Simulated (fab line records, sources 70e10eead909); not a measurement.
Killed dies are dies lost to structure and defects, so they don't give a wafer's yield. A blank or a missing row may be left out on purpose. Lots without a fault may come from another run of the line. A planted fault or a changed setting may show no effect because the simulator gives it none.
Chamber matching | flow nand_harc | NHARC_P_CONTACT_ETCH_35 on rie_diel-13: 4 sister chambers
The step etches the open film in CF4, target depth 39 nm, time 65 s. 4 wafers are shown with their chamber, then 8 later ones without.

WAFERS WITH THEIR CHAMBER
wafer  | chamber | drypump_motor_current_A (A)
L447.6 | 3       | 6.18
L458.1 | 1       | 5.68
L458.5 | 2       | 5.67
L463.2 | 0       | 5.64

WAFERS WITHOUT THEIR CHAMBER
wafer  | drypump_motor_current_A (A)
L463.3 | 6.19
L463.6 | 5.69
L466.2 | 5.66
L466.3 | 6.16
L466.4 | 5.70
L468.4 | 5.64
L468.5 | 5.68
L468.6 | 6.18

WHICH CHAMBER EACH WENT THROUGH
wafer  | from the rows above          | in truth
L463.3 | 3                            | 3
L463.6 | can't be placed: 1 or 2      | 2
L466.2 | can't be placed: 2 or 1 or 0 | 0
L466.3 | 3                            | 3
L466.4 | can't be placed: 1 or 2      | 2
L468.4 | 0                            | 0
L468.5 | can't be placed: 1 or 2      | 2
L468.6 | 3                            | 3
Placed correctly: 4 of 8. Can't be placed from these rows: 4 (the true chamber is among the candidates in 4). Placed wrongly: 0.
How it was worked out, from the rows above alone: a wafer's distance from a chamber is the root of the sum, over the readings, of the square of ((its reading less the chamber's mean) divided by the reading's scatter). The wafer belongs to the nearest chamber; if the next one is less than 2 further off, it can't be placed. A chamber's mean is the mean of its shown wafers. The scatter: with one shown wafer a chamber, the root of the mean of the squares of how far each hidden wafer lies from its nearest shown one.
